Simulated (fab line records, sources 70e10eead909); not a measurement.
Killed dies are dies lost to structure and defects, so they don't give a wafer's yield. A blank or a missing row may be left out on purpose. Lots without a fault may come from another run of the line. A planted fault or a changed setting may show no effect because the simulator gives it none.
A struck lot beside a sound one | flow nand_harc | 12 steps out of a route of 1302
Sound: wafers L589.2, L589.3, L589.4. Struck: wafers L608.4, L608.5, L608.6. The cause comes at the end.
At each step with rows: each side's tool, then ch and its chambers, then its first start. Under that, the readings that differ: sound wafers | struck wafers | difference of the means | sigmas: that difference in standard deviations of wafers without a fault.
alike: readings whose means differ by less than 2 such deviations, and words and numbers that are the same on both sides. not compared: withheld readings, readings that some wafer has no value for, bounds like >300 that may hide the same value, and numbers for which the record gives no deviation and whose values overlap.
The two part at a step that has a row with sigmas, a row that says differs or no value, or rows on one side only. Numbers that don't overlap but have no deviation are shown without sigmas and don't part them. A reading that every wafer of one side lacks parts them only if that side has two wafers or more.

NHARC_A_WL_FILL_INSPECT_15:
  sound on defect_inspect-02, day 21 12:49; struck on defect_inspect-02, day 28 20:12
  alike: raw_defect_count
NHARC_A_CONTACT_DEP_24: deposits SiO2, target thk 500 nm.
  sound on pecvd-03 ch 0,1, day 21 12:53; struck on pecvd-04 ch 0,1,2, day 28 20:29
  alike: heater_power_w, showerhead_vpp_V, throttle_valve_pct
NHARC_A_CONTACT_DEP_28: deposits aC, target thk 7000 nm.
  sound on acl_dep-02 ch 0, day 21 15:17; struck on acl_dep-02 ch 0, day 29 01:48
  alike: throttle_valve_pct
NHARC_A_CONTACT_DEP_29: deposits SiON, target thk 100 nm.
  sound on pecvd-02 ch 1,2, day 21 18:49; struck on pecvd-02 ch 0,1,2, day 29 04:01
  alike: heater_power_w, showerhead_vpp_V
then, 5 steps without rows for these wafers: NHARC_A_CONTACT_DEHYDRATE_32 (time 120 s); NHARC_A_CONTACT_HMDS_33 (time 30 s); NHARC_A_CONTACT_COAT_34 (time 75 s); NHARC_A_CONTACT_COAT_35 (time 65 s); NHARC_A_CONTACT_COAT_36 (resist thk 90 nm).
NHARC_A_CONTACT_SOFTBAKE_37: time 55 s.
  sound on litho_track-04 ch 0, day 21 19:00; struck on litho_track-04 ch 0, day 29 04:00
  reading                  | sound                | struck               | difference | sigmas
  heater_power_total_W (W) | 188.28 188.52 188.43 | 182.60 182.21 182.13 | -6.10      | -44
then, 1 step without rows for these wafers: NHARC_A_CONTACT_EBR_38.
-- the record jumps here: 3 days lie between the struck wafers' starts before and after (it left off in module A_CONTACT and takes up again in module END, whose first step shown is number 1302 of the route) --
NHARC_END_SORT_01:
  sound on prober-02 ch 0, day 24 23:00; struck on prober-01 ch 0, day 32 03:26
  alike: killed_at_array, killed_at_other, killed_at_periphery, killed_dies, killed_open, killed_short

WHERE THEY PART
Only at NHARC_A_CONTACT_SOFTBAKE_37, within this record. Later steps at which nothing parts them and some readings are alike: NHARC_END_SORT_01.

WHY: what the simulator had put in
Process parameter drift: litho_track-04, from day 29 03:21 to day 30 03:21, at NHARC_A_CONTACT_SOFTBAKE_37. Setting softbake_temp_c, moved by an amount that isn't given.
